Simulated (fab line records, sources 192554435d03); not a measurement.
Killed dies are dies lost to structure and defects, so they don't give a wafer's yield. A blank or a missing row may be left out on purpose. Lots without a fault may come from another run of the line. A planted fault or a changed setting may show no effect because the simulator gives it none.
fab line records | flow n5_finfet
record lots=11 wafers=31 last_day=16
route steps=1938 shown BEOL_M8@1335 PASSIVATION@1936
lots that met no fault: from a run of the same line without faults
start_h: hours from the record's first day to the start of the lot's first wafer shown | wait_h: hours since the lot's step before | " the same as in the row above | L1.1+2: a row that stands for several wafers | - no value, or no start given | * or withheld: withheld | < > ~ a bound
route shown NAME@n: a module of which the file shows steps, and the number in the route of the first | usual: mean/standard deviation of fault-free wafers | same: alike in all rows | chamber/n: place in a boat | sites: the reading at each site | _std_site: their standard deviation | _edge_site: outer sites' mean less inner sites' | radius_mm: how far each site lies from the wafer's centre | mask NAME#n: copy n | behind: the tool/chamber that last shaped the wafer | hold: why the lot was held/for how many hours/how that ended | device: the transistor (n, p or np) that didn't switch | end of line: the same wafers' tests at the end of the route | a step without rows: its recipe alone | killed: dies lost to structure and defects at the first sort, not the wafer's yield | map: a wafer's dies, x killed, . not, _ none there
set.NAME: the setting as run; set.NAME@STEP: as run at that earlier step | model.NAME: the simulator's own value behind a step, which no gauge read
steps of the route over a sample of lots; a table a step, a row a wafer
services: from which hour (start_h, from the record's first day; less than 0 if before it) a tool's chamber was out of use, for how many hours, and why
## steps
# step N5_BEOL_M8_PECVD_70
# recipe material=SiO2 target_thk_a=200 temp_c=400 precursor=TEOS/O2 pressure_torr=5.5 rf_w=450 teos_flow_sccm=53.8 gas=O2 flow_sccm=3000 time_s=22.7
# usual heater_power_w=734/130 rf_fwd_power_W=444.0/1.7 showerhead_plenum_p_Torr=8.77/0.071 throttle_valve_pct=22.7/1.3
# columns lot.wafer tool chamber start_h wait_h heater_power_w rf_fwd_power_W showerhead_plenum_p_Torr throttle_valve_pct
L244.2 pecvd-01 0 205.17 0.0 673 443.4 8.79 21.9
L244.5 " 1 " " 657 444.0 8.74 22.0
L244.6 " 0 " " 686 444.7 8.79 22.0
L246.2 pecvd-04 2 211.41 0.0 692 444.1 8.73 24.3
L246.4 " 2 " " 681 441.1 8.75 24.3
L246.6 " 1 " " 543 444.4 8.62 23.2
L243.1 pecvd-01 0 221.73 0.0 673 444.1 8.82 22.0
L243.3 " 2 " " 682 446.5 8.86 21.4
L243.5 " 2 " " 669 444.9 8.85 21.1
L248.1 pecvd-03 2 224.80 0.0 869 442.2 8.83 21.5
L248.5 " 1 " " 668 445.7 8.81 23.3
L247.4 pecvd-01 0 229.59 0.1 706 442.9 8.79 22.3
L247.5 " 1 " " 718 443.4 8.76 22.0
L247.6 " 2 " " 625 446.5 8.86 21.4
L249.2 pecvd-04 2 231.34 0.0 770 444.3 8.71 24.8
L249.3 " 0 " " 1019 444.5 8.74 22.0
L249.6 " 0 " " 1000 444.8 8.73 21.9
L250.1 pecvd-04 0 234.67 0.0 967 442.9 8.72 21.9
L250.4 " 2 " " 663 443.3 8.74 24.6
L250.5 " 1 " " 633 444.2 8.64 23.2
L251.2 pecvd-04 1 246.95 0.0 604 446.9 8.62 23.2
L251.4 " 2 " " 683 444.9 8.73 24.7
L256.1 pecvd-04 1 281.61 0.0 619 443.3 8.62 23.3
L256.5 " 2 " " 644 442.7 8.75 24.8
L256.6 " 0 " " 1052 442.3 8.74 22.3
L258.2 pecvd-03 1 291.52 0.0 719 443.2 8.81 23.2
L258.5 " 1 " " 728 442.1 8.81 23.4
L258.6 " 0 " " 604 445.8 8.84 23.5
L261.2 pecvd-04 1 313.11 0.0 607 445.9 8.60 23.1
L261.4 " 0 " " 953 442.1 8.74 22.3
L261.5 " 1 " " 617 445.1 8.65 23.2
# step N5_BEOL_M8_STRIP_19
# recipe chemistry=O2 power_w=400 temp_c=40 pressure_mtorr=30 rf_frequency_hz=6e+07 bias_power_w=0 overash_fraction=0.2 o2_flow_sccm=225
# usual drypump_motor_current_A=5.5/0.53 oes_product_au=0.83/0.089 rf_vpp_V=3.7/0.64 showerhead_plenum_p_Torr=2.09/0.051 throttle_valve_pct=16.70/0.19
# columns lot.wafer tool chamber start_h wait_h drypump_motor_current_A oes_product_au rf_hours_counter_h rf_vpp_V showerhead_plenum_p_Torr throttle_valve_pct
L244.2 rie_diel-05 1 206.25 0.1 5.1 0.84 43 3.6 2.13 16.50
L244.5 " 2 " " 4.8 0.72 - 4.7 2.02 16.93
L244.6 " 1 " " 5.0 0.85 - 4.7 2.13 16.50
L246.2 rie_diel-06 1 213.90 0.1 5.9 0.67 246 4.1 2.06 17.04
L246.4 " 3 " " 4.8 0.68 223 3.9 2.18 17.06
L246.6 " 2 " " 4.7 0.95 - 4.1 2.08 16.68
L243.1 rie_diel-03 1 225.27 0.1 5.9 0.90 32 1.8 2.06 16.62
L243.3 " 2 " " 5.8 0.87 59 3.5 2.15 16.55
L243.5 " 2 " " 5.8 0.86 - 5.0 2.15 16.55
L248.1 rie_diel-03 3 226.92 0.1 5.5 0.96 1 4.6 2.16 16.60
L248.5 " 3 " " 5.5 0.97 - 3.4 2.16 16.61
L247.4 rie_diel-05 3 232.01 0.1 6.1 0.69 219 4.3 2.09 16.99
L247.5 " 3 " " 6.1 0.68 - 3.2 2.09 16.98
L247.6 " 2 " " 4.8 0.73 - 4.4 2.02 16.92
L249.2 rie_diel-03 3 235.68 0.1 5.5 0.93 6 3.3 2.16 16.60
L249.3 " 2 " " 5.8 0.85 64 3.3 2.15 16.56
L249.6 " 1 " " 5.8 0.88 - 4.9 2.05 16.64
L250.1 rie_diel-03 2 236.34 0.1 5.8 0.84 64 4.2 2.15 16.56
L250.4 " 3 " " 5.5 0.95 6 3.2 2.16 16.59
L250.5 " 0 " " 6.3 0.95 - 4.0 2.05 16.64
L251.2 rie_diel-03 2 248.69 0.1 5.8 0.84 69 4.1 2.15 16.57
L251.4 " 1 " " 5.9 0.87 42 3.7 2.05 16.63
L256.1 rie_diel-03 3 283.92 0.1 5.5 0.88 24 2.7 2.15 16.65
L256.5 " 0 " " 6.3 0.91 - 3.3 2.04 16.67
L256.6 " 2 " " 5.8 0.83 - 3.9 2.14 16.59
L258.2 rie_diel-03 1 294.32 0.1 5.9 0.86 53 3.5 2.05 16.67
L258.5 " 1 " " 5.9 0.86 - 3.2 2.05 16.67
L258.6 " 0 " " 6.3 0.90 - 2.6 2.04 16.67
L261.2 rie_diel-03 2 315.54 0.1 5.8 0.82 94 2.9 2.14 16.62
L261.4 " 0 " " 6.3 0.89 52 3.6 2.04 16.68
L261.5 " 1 " " 5.9 0.84 - 4.1 2.04 16.67
# step N5_BEOL_M8_EXPOSE_25
# recipe mask_id=V7 na=0.33 source_shape=annular sigma_inner=0.4 sigma_outer=0.8 polarization=unpolarized target_cd_nm=40 dose_mj=42.5
# usual exposure_dose_mJ_cm2=42.63/0.042
# columns lot.wafer tool chamber start_h wait_h mask exposure_dose_mJ_cm2
L244.2 euv_scanner-01 0 207.49 - V7#0 42.62
L244.5 " 0 " " V7#0 42.66
L244.6 " 0 " " V7#0 42.65
L246.2 euv_scanner-02 0 214.45 - V7#0 42.64
L246.4 " 0 " " V7#0 42.62
L246.6 " 0 " " V7#0 42.66
L243.1 euv_scanner-01 0 225.64 - V7#0 42.65
L243.3 " 0 " " V7#0 42.62
L243.5 " 0 " " V7#0 42.58
L248.1 euv_scanner-01 0 228.60 - V7#0 42.55
L248.5 " 0 " " V7#0 42.63
L247.4 euv_scanner-01 0 233.20 - V7#0 42.59
L247.5 " 0 " " V7#0 42.56
L247.6 " 0 " " V7#0 42.60
L249.2 euv_scanner-02 0 236.71 - V7#0 42.65
L249.3 " 0 " " V7#0 42.63
L249.6 " 0 " " V7#0 42.65
L250.1 euv_scanner-01 0 236.87 - V7#0 42.58
L250.4 " 0 " " V7#0 42.58
L250.5 " 0 " " V7#0 42.55
L251.2 euv_scanner-01 0 248.97 - V7#0 42.73
L251.4 " 0 " " V7#0 42.59
L256.1 euv_scanner-01 0 285.03 - V7#0 42.00
L256.5 " 0 " " V7#0 42.00
L256.6 " 0 " " V7#0 41.99
L258.2 euv_scanner-01 0 294.70 - V7#0 42.18
L258.5 " 0 " " V7#0 42.10
L258.6 " 0 " " V7#0 42.09
L261.2 euv_scanner-02 0 316.71 - V7#0 42.58
L261.4 " 0 " " V7#0 42.62
L261.5 " 0 " " V7#0 42.68
# step N5_BEOL_M8_OVL_MEAS_29
# recipe points_per_wafer=522
# usual V7_OVL=-0.2/0.76
# columns lot.wafer tool chamber start_h wait_h V7_OVL[nm]
L244.2 overlay-01 0 207.65 0.0 -0.2
L244.5 " 0 " " -0.3
L244.6 " 0 " " 0.0
L246.2 overlay-01 0 214.61 0.0 -1.0
L246.4 " 0 " " 1.2
L246.6 " 0 " " -0.8
L243.1 overlay-02 0 225.80 0.0 -0.1
L243.3 " 0 " " -0.9
L243.5 " 0 " " -0.6
L248.1 overlay-01 0 228.76 0.0 -0.8
L248.5 " 0 " " 0.3
L247.4 overlay-02 0 233.36 0.0 -0.7
L247.5 " 0 " " -1.2
L247.6 " 0 " " -0.8
L249.2 overlay-01 0 236.87 0.0 0.5
L249.3 " 0 " " -0.2
L249.6 " 0 " " 0.3
L250.1 overlay-01 0 237.03 0.0 0.9
L250.4 " 0 " " 0.5
L250.5 " 0 " " 0.3
L251.2 overlay-01 0 249.14 0.0 -1.2
L251.4 " 0 " " -0.6
L256.1 overlay-01 0 285.19 0.0 -0.3
L256.5 " 0 " " -0.6
L256.6 " 0 " " -0.9
L258.2 overlay-01 0 294.86 0.0 0.1
L258.5 " 0 " " 0.6
L258.6 " 0 " " -0.6
L261.2 overlay-02 0 316.87 0.0 1.2
L261.4 " 0 " " 1.7
L261.5 " 0 " " 1.3
# step N5_PASSIVATION_PROBE_49
# usual defect_limited_yield=91.3/1.4 killed_at_M0_to_M3=32/9.5 killed_at_M4_up=14/5.2 killed_at_contacts=13/5.7 killed_at_front_end=41/12 killed_at_other=3.5/2.6 killed_dies=103/17 killed_open=68/14 killed_short=32/7 sort_bin_5_function=5.0/0.91 sort_bin_6_memory=3.3/0.7 sort_bin_8_speed=0.03/0.22 sort_n_pass=1076/17 sort_yield_pct=91.2/1.4
# same gross_dies=1180 killed_at_back_side=0 sort_bin_4_leakage[%]=0
# columns lot.wafer tool chamber start_h wait_h defect_limited_yield[%] killed_at_M0_to_M3 killed_at_M4_up killed_at_contacts killed_at_front_end killed_at_other killed_dies killed_open killed_short sort_bin_5_function[%] sort_bin_6_memory[%] sort_bin_8_speed[%] sort_n_pass sort_yield_pct[%]
L244.2 prober-02 - 274.03 0.1 92.4 30 24 8 28 0 90 69 20 5.0 2.3 0 1090 92.4
L244.5 prober-02 - 274.18 0.2 91.9 44 18 12 18 3 95 61 33 5.1 2.6 0 1085 91.9
L244.6 prober-02 - 274.23 0.3 93.1 32 13 11 24 2 82 51 27 4.1 2.5 0.08 1098 93.1
L246.2 prober-02 - 279.29 0.1 89.4 44 11 7 62 1 125 69 46 6.4 3.1 0 1055 89.4
L246.4 prober-02 - 279.39 0.2 91.3 40 9 10 43 1 103 47 53 5.9 2.3 0 1077 91.3
L246.6 prober-02 - 279.49 0.3 92.1 32 10 8 42 1 93 60 28 4.1 3.6 0 1087 92.1
L243.1 prober-02 - 289.71 0.0 91.3 28 23 18 27 7 103 75 28 5.2 3.2 0 1077 91.3
L243.3 prober-02 - 289.81 0.1 91.0 22 17 23 42 2 106 72 32 4.7 3.6 0 1074 91.0
L243.5 prober-02 - 289.91 0.2 90.6 24 18 23 43 3 111 82 28 4.8 4.3 0 1069 90.6
L248.1 prober-02 - 294.23 0.0 89.7 33 14 14 56 4 121 95 26 6.3 3.8 0 1059 89.7
L248.5 prober-02 - 294.43 0.2 91.2 32 13 8 48 3 104 65 35 5.3 2.6 0 1076 91.2
L247.4 prober-01 - 301.48 0.2 91.9 33 13 11 35 3 95 65 20 4.1 3.1 0 1085 91.9
L247.5 prober-01 - 301.53 0.2 91.6 37 20 14 27 1 99 67 29 5.2 2.9 0 1081 91.6
L247.6 prober-01 - 301.58 0.3 93.2 32 6 18 21 3 80 49 27 3.6 2.9 0 1100 93.2
L249.2 prober-02 - 303.08 0.1 93.0 29 9 11 33 1 83 53 30 4.1 2.8 0 1097 93.0
L249.3 prober-02 - 303.13 0.2 92.8 27 8 6 41 3 85 52 31 4.2 2.5 0.08 1095 92.8
L249.6 prober-02 - 303.28 0.3 91.8 35 10 2 48 2 97 59 31 4.1 3.2 0 1083 91.8
L250.1 prober-01 - 304.74 0.0 94.3 22 5 6 29 5 67 41 26 3.5 2.0 0 1113 94.3
L250.4 prober-01 - 304.89 0.2 93.0 26 23 10 21 3 83 55 21 3.4 3.1 0 1097 93.0
L250.5 prober-01 - 304.94 0.2 92.7 35 16 10 22 3 86 61 23 3.8 3.1 0.08 1094 92.7
L251.2 prober-01 - 314.67 0.1 92.4 27 10 21 28 4 90 57 33 4.7 2.9 0 1090 92.4
L251.4 prober-01 - 314.77 0.2 90.3 34 16 19 42 4 115 76 38 5.4 3.7 0 1065 90.3
L256.1 prober-01 - 355.51 0.0 92.4 25 8 4 51 2 90 50 31 4.2 2.5 0 1090 92.4
L256.5 prober-01 - 355.71 0.2 91.7 39 14 4 39 2 98 52 32 4.2 2.8 0 1082 91.7
L256.6 prober-01 - 355.76 0.3 92.9 23 7 12 40 2 84 52 29 4.2 2.5 0 1096 92.9
L258.2 prober-01 - 358.78 0.1 93.0 28 11 16 27 1 83 57 26 4.0 2.9 0 1097 93.0
L258.5 prober-01 - 358.93 0.2 92.0 31 18 13 31 1 94 59 33 4.5 3.0 0 1086 92.0
L258.6 prober-01 - 358.98 0.3 92.5 21 17 15 34 2 89 56 33 4.4 2.9 0 1091 92.5
L261.2 prober-01 - 373.24 0.1 91.1 30 9 6 53 7 105 70 34 5.8 3.0 0 1075 91.1
L261.4 prober-01 - 373.34 0.2 90.4 52 12 6 41 2 113 74 36 4.6 4.1 0 1067 90.4
L261.5 prober-01 - 373.39 0.2 92.7 30 7 17 30 2 86 56 29 3.6 3.5 0 1094 92.7
# killed by level:class
L244.2 BEOL_M4:geometric_particle:open=14 BEOL_M3:geometric_particle:open=11 BEOL_M0_SAQP:geometric_particle:open=8 MOL_CONTACT_COAG:geometric_particle:open=6 STI_FIN_REVEAL:geometric_particle:open=5 DUMMY_GATE:geometric_particle:open=5 STARTING-WAFER:geometric_particle:short=4 GATE_CUT:geometric_particle:open=3
L244.5 BEOL_M1:geometric_particle:open=11 MOL_CONTACT_COAG:geometric_particle:open=10 BEOL_M4:geometric_particle:open=9 BEOL_M0_SAQP:geometric_particle:open=8 BEOL_M2:geometric_particle:open=6 BEOL_M2:geometric_particle:short=5 FIN_SAQP:geometric_particle:short=4 GATE_CUT:geometric_particle:short=4
L244.6 MOL_CONTACT_COAG:geometric_particle:open=9 BEOL_M2:geometric_particle:open=9 BEOL_M3:geometric_particle:open=7 BEOL_M4:geometric_particle:open=6 GATE_CUT:geometric_particle:open=5 BEOL_M0_SAQP:geometric_particle:short=4 STI_FIN_REVEAL:geometric_particle:short=3 GATE_CUT:geometric_particle:short=3
L246.2 FIN_SAQP:geometric_particle:open=16 BEOL_M0_SAQP:geometric_particle:open=16 BEOL_M0_SAQP:geometric_particle:short=13 FIN_SAQP:geometric_particle:short=12 HKMG_FIN:area_etch=9 BEOL_M3:geometric_particle:open=7 STARTING-WAFER:geometric_particle:open=6 STI_FIN_REVEAL:geometric_particle:open=5
L246.4 BEOL_M0_SAQP:geometric_particle:open=16 BEOL_M0_SAQP:geometric_particle:short=16 GATE_CUT:geometric_particle:short=12 MOL_CONTACT_COAG:geometric_particle:open=7 FIN_SAQP:geometric_particle:open=6 BEOL_M1:geometric_particle:short=6 GATE_CUT:geometric_particle:open=5 STARTING-WAFER:geometric_particle:short=4
L246.6 BEOL_M0_SAQP:geometric_particle:short=12 BEOL_M3:geometric_particle:open=9 FIN_SAQP:geometric_particle:short=7 FIN_SAQP:geometric_particle:open=7 MOL_CONTACT_COAG:geometric_particle:open=6 DUMMY_GATE:geometric_particle:open=5 BEOL_M0_SAQP:geometric_particle:open=5 BEOL_M4:geometric_particle:open=4
L243.1 MOL_CONTACT_COAG:geometric_particle:open=16 BEOL_M0_SAQP:geometric_particle:short=7 BEOL_M4:geometric_particle:open=7 STI_FIN_REVEAL:geometric_particle:open=6 BEOL_M0:geometric_particle:open=5 BEOL_M2:geometric_particle:open=5 BEOL_M5:geometric_particle:open=5 MIM_TOP_ETCH:geometric_particle:open=5
L243.3 MOL_CONTACT_COAG:geometric_particle:open=21 FIN_SAQP:geometric_particle:short=9 STI_FIN_REVEAL:geometric_particle:open=7 DUMMY_GATE:geometric_particle:open=5 GATE_CUT:geometric_particle:short=5 BEOL_M2:geometric_particle:open=5 BEOL_M3:geometric_particle:open=5 BEOL_M4:geometric_particle:open=5
L243.5 MOL_CONTACT_COAG:geometric_particle:open=18 STI_FIN_REVEAL:geometric_particle:open=11 BEOL_M3:geometric_particle:open=10 FIN_SAQP:geometric_particle:open=9 BEOL_M4:geometric_particle:open=8 FIN_SAQP:geometric_particle:short=6 MOL_CONTACT_COAG:geometric_particle:short=5 BEOL_M1:geometric_particle:open=4
L248.1 STI_FIN_REVEAL:geometric_particle:open=22 MOL_CONTACT_COAG:geometric_particle:open=12 BEOL_M1:geometric_particle:open=11 DUMMY_GATE:geometric_particle:open=10 BEOL_M3:geometric_particle:open=7 FIN_SAQP:geometric_particle:short=6 FIN_SAQP:geometric_particle:open=5 BEOL_M2:geometric_particle:open=4
L248.5 STI_FIN_REVEAL:geometric_particle:open=10 BEOL_M0_SAQP:geometric_particle:short=9 FIN_SAQP:geometric_particle:open=8 FIN_SAQP:geometric_particle:short=7 MOL_CONTACT_COAG:geometric_particle:open=7 BEOL_M4:geometric_particle:open=6 STARTING-WAFER:geometric_particle:short=6 BEOL_M1:geometric_particle:open=5
L247.4 STI_FIN_REVEAL:geometric_particle:open=12 MOL_CONTACT_COAG:geometric_particle:open=11 BEOL_M0_SAQP:geometric_particle:open=9 BEOL_M0_SAQP:geometric_particle:short=6 BEOL_M2:geometric_particle:open=6 GATE_CUT:geometric_particle:open=5 BEOL_M1:geometric_particle:open=5 BEOL_M4:geometric_particle:open=5
L247.5 BEOL_M4:geometric_particle:open=14 MOL_CONTACT_COAG:geometric_particle:open=10 STI_FIN_REVEAL:geometric_particle:open=9 BEOL_M2:geometric_particle:open=9 BEOL_M0_SAQP:geometric_particle:short=6 GATE_CUT:geometric_particle:short=5 DUMMY_GATE:geometric_particle:open=5 BEOL_M0_SAQP:geometric_particle:open=5
L247.6 MOL_CONTACT_COAG:geometric_particle:open=14 BEOL_M2:geometric_particle:open=7 STI_FIN_REVEAL:geometric_particle:open=6 BEOL_M0_SAQP:geometric_particle:short=6 MOL_CONTACT_COAG:geometric_particle:short=4 GATE_CUT:geometric_particle:short=4 BEOL_M3:geometric_particle:open=4 BEOL_M1:geometric_particle:open=4
L249.2 FIN_SAQP:geometric_particle:short=15 BEOL_M3:geometric_particle:open=8 MOL_CONTACT_COAG:geometric_particle:open=6 STI_FIN_REVEAL:geometric_particle:open=5 MOL_CONTACT_COAG:geometric_particle:short=5 BEOL_M0_SAQP:geometric_particle:open=5 BEOL_M1:geometric_particle:open=5 BEOL_M5:geometric_particle:open=5
L249.3 FIN_SAQP:geometric_particle:open=10 FIN_SAQP:geometric_particle:short=7 BEOL_M1:geometric_particle:open=7 STI_FIN_REVEAL:geometric_particle:open=6 MOL_CONTACT_COAG:geometric_particle:open=4 BEOL_M0_SAQP:geometric_particle:short=4 BEOL_M3:geometric_particle:open=4 DUMMY_GATE:geometric_particle:open=3
L249.6 STI_FIN_REVEAL:geometric_particle:open=12 FIN_SAQP:geometric_particle:short=9 BEOL_M0_SAQP:geometric_particle:open=7 BEOL_M2:geometric_particle:open=7 HKMG_FIN:area_etch=6 FIN_SAQP:geometric_particle:open=4 BEOL_M0_SAQP:geometric_particle:short=4 BEOL_M0:geometric_particle:open=4
L250.1 FIN_SAQP:geometric_particle:open=10 MOL_CONTACT_COAG:geometric_particle:open=5 BEOL_M2:geometric_particle:short=5 STARTING-WAFER:geometric_particle:open=5 BEOL_M0_SAQP:geometric_particle:short=4 BEOL_M3:geometric_particle:open=4 PASS1_DEP:geometric_particle:short=4 DUMMY_GATE:geometric_particle:open=3
L250.4 BEOL_M4:geometric_particle:open=15 MOL_CONTACT_COAG:geometric_particle:open=8 BEOL_M3:geometric_particle:open=6 HKMG_FIN:area_etch=6 BEOL_M1:geometric_particle:open=5 FIN_SAQP:geometric_particle:short=4 BEOL_M0_SAQP:geometric_particle:open=4 BEOL_M2:geometric_particle:open=4
L250.5 BEOL_M3:geometric_particle:open=12 MOL_CONTACT_COAG:geometric_particle:open=7 BEOL_M2:geometric_particle:open=7 BEOL_M0_SAQP:geometric_particle:open=5 STARTING-WAFER:geometric_particle:open=5 GATE_CUT:geometric_particle:open=4 BEOL_M0_SAQP:geometric_particle:short=4 BEOL_M4:geometric_particle:open=4
L251.2 MOL_CONTACT_COAG:geometric_particle:open=18 FIN_SAQP:geometric_particle:short=12 BEOL_M0_SAQP:geometric_particle:open=5 BEOL_M2:geometric_particle:open=5 BEOL_M4:geometric_particle:open=5 FIN_SAQP:geometric_particle:open=4 BEOL_M0:geometric_particle:open=4 BEOL_M1:geometric_particle:open=4
L251.4 MOL_CONTACT_COAG:geometric_particle:open=15 FIN_SAQP:geometric_particle:open=14 BEOL_M3:geometric_particle:open=11 BEOL_M4:geometric_particle:open=8 GATE_CUT:geometric_particle:open=5 GATE_CUT:geometric_particle:short=5 BEOL_M0_SAQP:geometric_particle:open=5 BEOL_M1:geometric_particle:short=5
L256.1 FIN_SAQP:geometric_particle:short=12 FIN_SAQP:geometric_particle:open=8 HKMG_FIN:area_etch=8 STI_FIN_REVEAL:geometric_particle:open=7 BEOL_M0_SAQP:geometric_particle:open=6 BEOL_M3:geometric_particle:open=6 DUMMY_GATE:geometric_particle:open=5 BEOL_M0_SAQP:geometric_particle:short=4
L256.5 HKMG_FIN:area_etch=13 BEOL_M2:geometric_particle:open=9 BEOL_M3:geometric_particle:open=9 BEOL_M0_SAQP:geometric_particle:open=7 BEOL_M4:geometric_particle:open=6 BEOL_M0_SAQP:geometric_particle:short=5 FIN_SAQP:geometric_particle:short=4 STI_FIN_REVEAL:geometric_particle:open=4
L256.6 FIN_SAQP:geometric_particle:short=14 FIN_SAQP:geometric_particle:open=11 MOL_CONTACT_COAG:geometric_particle:open=9 DUMMY_GATE:geometric_particle:open=5 BEOL_M2:geometric_particle:open=5 BEOL_M1:geometric_particle:open=4 GATE_CUT:geometric_particle:short=3 MOL_CONTACT_COAG:geometric_particle:short=3
L258.2 MOL_CONTACT_COAG:geometric_particle:open=13 FIN_SAQP:geometric_particle:open=6 BEOL_M1:geometric_particle:open=6 BEOL_M4:geometric_particle:open=5 ILD0:geometric_particle:open=5 BEOL_M3:geometric_particle:open=5 FIN_SAQP:geometric_particle:short=4 BEOL_M0_SAQP:geometric_particle:short=4
L258.5 MOL_CONTACT_COAG:geometric_particle:open=11 BEOL_M3:geometric_particle:open=7 BEOL_M4:geometric_particle:short=7 FIN_SAQP:geometric_particle:open=6 BEOL_M0_SAQP:geometric_particle:open=6 BEOL_M0_SAQP:geometric_particle:short=6 BEOL_M4:geometric_particle:open=5 DUMMY_GATE:geometric_particle:open=4
L258.6 MOL_CONTACT_COAG:geometric_particle:open=13 BEOL_M0_SAQP:geometric_particle:short=6 BEOL_M4:geometric_particle:short=6 FIN_SAQP:geometric_particle:open=5 FIN_SAQP:geometric_particle:short=4 STI_FIN_REVEAL:geometric_particle:open=4 DUMMY_GATE:geometric_particle:short=4 DUMMY_GATE:geometric_particle:open=3
L261.2 FIN_SAQP:geometric_particle:open=21 FIN_SAQP:geometric_particle:short=11 STI_FIN_REVEAL:geometric_particle:open=10 BEOL_M0_SAQP:geometric_particle:open=8 BEOL_M0_SAQP:geometric_particle:short=6 MOL_CONTACT_COAG:geometric_particle:open=5 BEOL_M1:geometric_particle:open=5 BEOL_M2:geometric_particle:short=3
L261.4 BEOL_M0_SAQP:geometric_particle:open=13 FIN_SAQP:geometric_particle:open=10 BEOL_M3:geometric_particle:open=8 BEOL_M0_SAQP:geometric_particle:short=7 BEOL_M1:geometric_particle:open=7 STARTING-WAFER:geometric_particle:short=7 STI_FIN_REVEAL:geometric_particle:open=6 BEOL_M2:geometric_particle:open=6
L261.5 MOL_CONTACT_COAG:geometric_particle:open=12 DUMMY_GATE:geometric_particle:open=10 BEOL_M3:geometric_particle:open=10 BEOL_M0_SAQP:geometric_particle:short=7 FIN_SAQP:geometric_particle:short=5 FIN_SAQP:geometric_particle:open=5 MOL_CONTACT_COAG:geometric_particle:short=5 BEOL_M0:geometric_particle:open=5
## services
# columns tool chamber start_h hours kind
pecvd-03 1 189.52 2.1 scheduled_down
rie_diel-03 3 205.74 - clean
rie_diel-03 3 205.74 - consumable_replace:focus_ring
rie_diel-03 3 205.74 18.8 scheduled_down
rie_diel-03 3 205.74 18.8 vent_cycle
pecvd-03 - 205.77 3.3 repair
euv_scanner-02 - 212.17 1.0 pm
euv_scanner-01 - 213.21 1.0 pm
rie_diel-03 0 218.61 7.7 repair
rie_diel-06 - 223.44 14.6 pm
euv_scanner-01 0 226.56 - calibration
pecvd-01 - 227.49 1.4 repair
rie_diel-05 - 229.22 0.1 repair
euv_scanner-02 - 230.46 4.6 pm
pecvd-03 2 231.16 2.1 scheduled_down
pecvd-03 2 233.29 - clean
pecvd-03 2 233.29 - consumable_replace:showerhead
pecvd-04 0 247.73 2.1 scheduled_down
euv_scanner-02 - 268.33 1.0 pm
euv_scanner-01 - 269.39 1.0 pm
euv_scanner-02 0 270.84 - calibration
pecvd-04 1 292.16 6.6 repair
pecvd-03 - 300.66 0.8 pm
euv_scanner-01 - 304.36 4.6 pm
## key
first_sign step=N5_BEOL_M8_EXPOSE_25 reading=exposure_dose_mJ_cm2 direction=down sigmas=14 usual=42.63 struck=42.06
effect none on later readings
met_at N5_BEOL_M8_EXPOSE_25
struck_lots L256,L258
loop_trim step=N5_BEOL_M8_EXPOSE_25 setting=dose lots=L258
baseline_loss step=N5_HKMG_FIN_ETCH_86 wafers=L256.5
not_acting_at N5_BEOL_M8_PECVD_70,N5_BEOL_M8_STRIP_19,N5_BEOL_M8_OVL_MEAS_29
onset_between 248.97 285.03
fault kind=process_parameter_drift tool=euv_scanner-01 chamber=- onset_h=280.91 steps=N5_BEOL_M8_EXPOSE_25 channel=dose_mj offset=-0.63905 shape=step acts_in=these_recipes_only stated=42.5
# loop_trim: a control loop set the setting to another value than it would have without faults
# baseline_loss: these wafers lose ten dies or more at that step, a loss of the line's own and not of a fault; the sort's usual values leave them out
